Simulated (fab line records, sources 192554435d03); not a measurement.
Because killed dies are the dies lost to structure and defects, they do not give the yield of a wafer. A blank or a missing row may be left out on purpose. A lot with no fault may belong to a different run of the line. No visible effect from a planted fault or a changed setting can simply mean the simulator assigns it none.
Chamber matching | flow n5-finfet | N5_MOL_CONTACT_COAG_DESCUM_45 on rie-diel-03 has 4 sister chambers
The step chemistry O2, time 7 s. 18 wafers are shown with their chamber, then 9 later ones without.

## WAFERS PAIRED WITH THEIR CHAMBERS
wafer  | chamber | drypump-motor-current-A (A) | throttle-valve-pct (%) | oes-product-au (a.u.)
L074.1 | 3       | 6.0                         | 20.47                  | 0.68
L074.5 | 1       | 6.3                         | 20.55                  | 0.91
L074.6 | 0       | 5.0                         | 20.15                  | 0.71
L077.2 | 2       | 5.7                         | 20.63                  | 0.67
L077.3 | 0       | 5.0                         | 20.15                  | 0.71
L077.6 | 2       | 5.7                         | 20.64                  | 0.67
L079.4 | 3       | 5.9                         | 20.48                  | 0.67
L079.5 | 3       | 5.9                         | 20.48                  | 0.66
L079.6 | 2       | 5.8                         | 20.67                  | 0.67
L083.1 | 3       | 5.9                         | 20.49                  | 0.65
L083.4 | 1       | 6.3                         | 20.59                  | 0.89
L083.5 | 0       | 5.0                         | 20.16                  | 0.71
L088.3 | 2       | 5.7                         | 20.34                  | 0.98
L088.4 | 0       | 5.0                         | 20.18                  | 0.69
L088.5 | 2       | 5.7                         | 20.35                  | 0.98
L089.3 | 1       | 6.3                         | 20.61                  | 0.84
L089.5 | 0       | 5.0                         | 20.18                  | 0.69
L089.6 | 2       | 5.7                         | 20.35                  | 0.97

SIGNATURES (means of the wafers above)
reading                 | chamber 0 | chamber 1 | chamber 2 | chamber 3 | scatter within a chamber
drypump-motor-current-A | 5.000     | 6.300     | 5.717     | 5.925     | 0.0336
throttle-valve-pct      | 20.1640   | 20.5833   | 20.4967   | 20.4800   | 0.0996
oes-product-au          | 0.7020    | 0.8800    | 0.8233    | 0.6650    | 0.102
Rule: a wafer's distance from a chamber is the root of the sum, over the readings, of the square of ((its reading less the chamber's mean) divided by the reading's scatter). If the next closest chamber is less than 2 further off than the closest, the wafer can't be placed; otherwise it belongs to the closest. How the scatter is found: for the shown wafers, subtract from each reading the mean of its chamber, square and add these, divide the total by (wafers less chambers), then take the root.

## WAFERS WITH NO CHAMBER GIVEN
wafer  | drypump-motor-current-A (A) | throttle-valve-pct (%) | oes-product-au (a.u.)
L090.1 | 5.7                         | 20.36                  | 0.97
L090.4 | 5.0                         | 20.19                  | 0.69
L090.5 | 5.7                         | 20.35                  | 0.95
L091.2 | 5.0                         | 20.22                  | 0.69
L091.3 | 5.7                         | 20.37                  | 0.96
L091.4 | 5.7                         | 20.36                  | 0.95
L097.3 | 6.0                         | 20.12                  | 0.96
L097.4 | 6.0                         | 20.11                  | 0.98
L097.6 | 5.0                         | 20.24                  | 0.68

## WHICH CHAMBER EACH WENT THROUGH
wafer  | from the rows above | in truth
L090.1 | 2                   | 2
L090.4 | 0                   | 0
L090.5 | 2                   | 2
L091.2 | 0                   | 0
L091.3 | 2                   | 2
L091.4 | 2                   | 2
L097.3 | 3                   | 3
L097.4 | 3                   | 3
L097.6 | 0                   | 0
Placed correctly: 9 of 9. From these rows, 0 cannot be placed. Wrongly placed: 0.
